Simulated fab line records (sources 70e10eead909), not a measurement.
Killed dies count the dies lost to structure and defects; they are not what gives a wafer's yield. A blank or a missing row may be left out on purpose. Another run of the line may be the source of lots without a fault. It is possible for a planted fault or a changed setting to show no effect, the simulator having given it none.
Matching of chambers || flow nand-harc || 4 sister chambers for NHARC_A_STAIRCASE_DESCUM_291 on rie-diel-09
The step chemistry O2, time 3 s. 8 wafers are shown with their chamber, then 8 later ones without.

== WAFERS, EACH WITH ITS CHAMBER ==
{"wafer": "L080.6", "chamber": 3, "showerhead-plenum-p-Torr (Torr)": 2.06, "drypump-motor-current-A (A)": 5.6}
{"wafer": "L080.3", "chamber": 1, "showerhead-plenum-p-Torr (Torr)": 1.99, "drypump-motor-current-A (A)": 5.9}
{"wafer": "L080.4", "chamber": 2, "showerhead-plenum-p-Torr (Torr)": 1.79, "drypump-motor-current-A (A)": 6.0}
{"wafer": "L080.5", "chamber": 0, "showerhead-plenum-p-Torr (Torr)": 1.76, "drypump-motor-current-A (A)": 5.8}
{"wafer": "L082.1", "chamber": 0, "showerhead-plenum-p-Torr (Torr)": 1.76, "drypump-motor-current-A (A)": 5.8}
{"wafer": "L082.2", "chamber": 3, "showerhead-plenum-p-Torr (Torr)": 2.06, "drypump-motor-current-A (A)": 5.5}
{"wafer": "L082.3", "chamber": 1, "showerhead-plenum-p-Torr (Torr)": 1.99, "drypump-motor-current-A (A)": 5.9}
{"wafer": "L090.1", "chamber": 2, "showerhead-plenum-p-Torr (Torr)": 1.78, "drypump-motor-current-A (A)": 6.0}

== WAFERS MISSING THEIR CHAMBER ==
{"wafer": "L090.3", "showerhead-plenum-p-Torr (Torr)": 2.05, "drypump-motor-current-A (A)": 5.5}
{"wafer": "L090.6", "showerhead-plenum-p-Torr (Torr)": 2.05, "drypump-motor-current-A (A)": 5.6}
{"wafer": "L091.2", "showerhead-plenum-p-Torr (Torr)": 1.78, "drypump-motor-current-A (A)": 6.0}
{"wafer": "L091.3", "showerhead-plenum-p-Torr (Torr)": 2.07, "drypump-motor-current-A (A)": 5.8}
{"wafer": "L091.4", "showerhead-plenum-p-Torr (Torr)": 2.05, "drypump-motor-current-A (A)": 5.6}
{"wafer": "L093.1", "showerhead-plenum-p-Torr (Torr)": 2.05, "drypump-motor-current-A (A)": 5.5}
{"wafer": "L093.3", "showerhead-plenum-p-Torr (Torr)": 1.98, "drypump-motor-current-A (A)": 5.9}
{"wafer": "L093.4", "showerhead-plenum-p-Torr (Torr)": 2.05, "drypump-motor-current-A (A)": 5.6}

== THE CHAMBER EACH PASSED THROUGH ==
{"wafer": "L090.3", "from the rows above": 3, "in truth": 3}
{"wafer": "L090.6", "from the rows above": 3, "in truth": 3}
{"wafer": "L091.2", "from the rows above": 2, "in truth": 2}
{"wafer": "L091.3", "from the rows above": 3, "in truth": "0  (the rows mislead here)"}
{"wafer": "L091.4", "from the rows above": 3, "in truth": 3}
{"wafer": "L093.1", "from the rows above": 3, "in truth": 3}
{"wafer": "L093.3", "from the rows above": 1, "in truth": 1}
{"wafer": "L093.4", "from the rows above": 3, "in truth": 3}
7 of 8 placed correctly. Number that these rows cannot place: 0. Placed wrongly: 1.
How it was worked out, from the rows above alone: a wafer's distance from a chamber is the root of the sum, over the readings, of the square of ((its reading less the chamber's mean) divided by the reading's scatter). The wafer belongs to the nearest chamber; if the next one is less than 2 further off, it can't be placed. Each chamber's mean is taken over the wafers shown for it. The scatter: take each reading less its chamber's mean, square it, sum over the shown wafers, divide by the number of wafers less the number of chambers, and take the root.
